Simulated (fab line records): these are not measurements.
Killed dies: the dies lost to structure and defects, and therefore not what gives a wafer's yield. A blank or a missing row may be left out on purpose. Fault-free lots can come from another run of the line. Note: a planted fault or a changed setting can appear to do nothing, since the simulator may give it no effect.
Matching of chambers || flow n5_finfet || rie_diel-02 running N5_MOL_CONTACT_COAG_ETCH_110: 4 sister chambers
The step etches Si in CF4/O2, target depth 2.5 nm, time 8 s. 20 wafers are shown with their chamber, then 10 later ones without.

WAFERS, EACH WITH ITS CHAMBER
{"wafer": "L077.1", "chamber": 2, "drypump_motor_current_A (A)": 5.4, "showerhead_plenum_p_Torr (Torr)": 2.18, "throttle_valve_pct (%)": 10.57}
{"wafer": "L077.4", "chamber": 1, "drypump_motor_current_A (A)": 5.7, "showerhead_plenum_p_Torr (Torr)": 2.11, "throttle_valve_pct (%)": 11.15}
{"wafer": "L077.5", "chamber": 1, "drypump_motor_current_A (A)": 5.7, "showerhead_plenum_p_Torr (Torr)": 2.11, "throttle_valve_pct (%)": 11.13}
{"wafer": "L078.2", "chamber": 1, "drypump_motor_current_A (A)": 5.7, "showerhead_plenum_p_Torr (Torr)": 2.11, "throttle_valve_pct (%)": 11.15}
{"wafer": "L078.5", "chamber": 3, "drypump_motor_current_A (A)": 5.4, "showerhead_plenum_p_Torr (Torr)": 2.23, "throttle_valve_pct (%)": 11.00}
{"wafer": "L078.6", "chamber": 2, "drypump_motor_current_A (A)": 5.4, "showerhead_plenum_p_Torr (Torr)": 2.18, "throttle_valve_pct (%)": 10.58}
{"wafer": "L081.2", "chamber": 3, "drypump_motor_current_A (A)": 5.4, "showerhead_plenum_p_Torr (Torr)": 2.23, "throttle_valve_pct (%)": 11.03}
{"wafer": "L081.4", "chamber": 1, "drypump_motor_current_A (A)": 5.7, "showerhead_plenum_p_Torr (Torr)": 2.11, "throttle_valve_pct (%)": 11.17}
{"wafer": "L081.5", "chamber": 3, "drypump_motor_current_A (A)": 5.4, "showerhead_plenum_p_Torr (Torr)": 2.23, "throttle_valve_pct (%)": 11.02}
{"wafer": "L084.2", "chamber": 0, "drypump_motor_current_A (A)": 5.8, "showerhead_plenum_p_Torr (Torr)": 2.11, "throttle_valve_pct (%)": 10.90}
{"wafer": "L084.3", "chamber": 3, "drypump_motor_current_A (A)": 5.3, "showerhead_plenum_p_Torr (Torr)": 2.22, "throttle_valve_pct (%)": 11.05}
{"wafer": "L084.4", "chamber": 2, "drypump_motor_current_A (A)": 5.4, "showerhead_plenum_p_Torr (Torr)": 2.18, "throttle_valve_pct (%)": 10.62}
{"wafer": "L085.3", "chamber": 0, "drypump_motor_current_A (A)": 5.8, "showerhead_plenum_p_Torr (Torr)": 2.11, "throttle_valve_pct (%)": 10.89}
{"wafer": "L085.5", "chamber": 0, "drypump_motor_current_A (A)": 5.8, "showerhead_plenum_p_Torr (Torr)": 2.11, "throttle_valve_pct (%)": 10.88}
{"wafer": "L085.6", "chamber": 1, "drypump_motor_current_A (A)": 5.7, "showerhead_plenum_p_Torr (Torr)": 2.11, "throttle_valve_pct (%)": 11.20}
{"wafer": "L087.2", "chamber": 0, "drypump_motor_current_A (A)": 5.8, "showerhead_plenum_p_Torr (Torr)": 2.10, "throttle_valve_pct (%)": 10.91}
{"wafer": "L087.3", "chamber": 2, "drypump_motor_current_A (A)": 5.4, "showerhead_plenum_p_Torr (Torr)": 2.17, "throttle_valve_pct (%)": 10.62}
{"wafer": "L087.5", "chamber": 2, "drypump_motor_current_A (A)": 5.4, "showerhead_plenum_p_Torr (Torr)": 2.18, "throttle_valve_pct (%)": 10.65}
{"wafer": "L088.2", "chamber": 2, "drypump_motor_current_A (A)": 5.4, "showerhead_plenum_p_Torr (Torr)": 2.17, "throttle_valve_pct (%)": 10.63}
{"wafer": "L088.4", "chamber": 0, "drypump_motor_current_A (A)": 5.8, "showerhead_plenum_p_Torr (Torr)": 2.10, "throttle_valve_pct (%)": 10.92}

SIGNATURES (means of the wafers above)
{"reading": "drypump_motor_current_A", "chamber 0": 5.800, "chamber 1": 5.700, "chamber 2": 5.400, "chamber 3": 5.375, "scatter within a chamber": 0.0217}
{"reading": "showerhead_plenum_p_Torr", "chamber 0": 2.1060, "chamber 1": 2.1100, "chamber 2": 2.1767, "chamber 3": 2.2275, "scatter within a chamber": 0.00453}
{"reading": "throttle_valve_pct", "chamber 0": 10.9000, "chamber 1": 11.1600, "chamber 2": 10.6117, "chamber 3": 11.0250, "scatter within a chamber": 0.0247}
Rule: distance of a wafer from a chamber = root of the sum over the readings of ((wafer's reading minus chamber's mean) / reading's scatter) squared. If the next closest chamber is less than 2 further off than the closest, the wafer can't be placed; otherwise it belongs to the closest. The scatter: take each reading less its chamber's mean, square it, sum over the shown wafers, divide by the number of wafers less the number of chambers, and take the root.

WAFERS MISSING THEIR CHAMBER
{"wafer": "L088.6", "drypump_motor_current_A (A)": 5.4, "showerhead_plenum_p_Torr (Torr)": 2.17, "throttle_valve_pct (%)": 10.64}
{"wafer": "L090.1", "drypump_motor_current_A (A)": 5.4, "showerhead_plenum_p_Torr (Torr)": 2.22, "throttle_valve_pct (%)": 11.08}
{"wafer": "L090.2", "drypump_motor_current_A (A)": 5.8, "showerhead_plenum_p_Torr (Torr)": 2.10, "throttle_valve_pct (%)": 10.94}
{"wafer": "L090.3", "drypump_motor_current_A (A)": 5.7, "showerhead_plenum_p_Torr (Torr)": 2.36, "throttle_valve_pct (%)": 10.45}
{"wafer": "L093.1", "drypump_motor_current_A (A)": 5.7, "showerhead_plenum_p_Torr (Torr)": 2.36, "throttle_valve_pct (%)": 10.49}
{"wafer": "L093.2", "drypump_motor_current_A (A)": 5.4, "showerhead_plenum_p_Torr (Torr)": 2.17, "throttle_valve_pct (%)": 10.66}
{"wafer": "L093.5", "drypump_motor_current_A (A)": 5.8, "showerhead_plenum_p_Torr (Torr)": 2.10, "throttle_valve_pct (%)": 10.95}
{"wafer": "L096.2", "drypump_motor_current_A (A)": 5.8, "showerhead_plenum_p_Torr (Torr)": 2.10, "throttle_valve_pct (%)": 10.98}
{"wafer": "L096.3", "drypump_motor_current_A (A)": 5.4, "showerhead_plenum_p_Torr (Torr)": 2.17, "throttle_valve_pct (%)": 10.71}
{"wafer": "L096.6", "drypump_motor_current_A (A)": 5.8, "showerhead_plenum_p_Torr (Torr)": 2.10, "throttle_valve_pct (%)": 10.97}

WHICH CHAMBER EACH ONE RAN IN
{"wafer": "L088.6", "from the rows above": 2, "in truth": 2}
{"wafer": "L090.1", "from the rows above": 3, "in truth": 3}
{"wafer": "L090.2", "from the rows above": 0, "in truth": 0}
{"wafer": "L090.3", "from the rows above": 3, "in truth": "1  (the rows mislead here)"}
{"wafer": "L093.1", "from the rows above": 3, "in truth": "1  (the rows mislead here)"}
{"wafer": "L093.2", "from the rows above": 2, "in truth": 2}
{"wafer": "L093.5", "from the rows above": 0, "in truth": 0}
{"wafer": "L096.2", "from the rows above": 0, "in truth": 0}
{"wafer": "L096.3", "from the rows above": 2, "in truth": 2}
{"wafer": "L096.6", "from the rows above": 0, "in truth": 0}
Correctly placed: 8 of 10. Left unplaced by these rows: 0. Placed wrongly: 2.
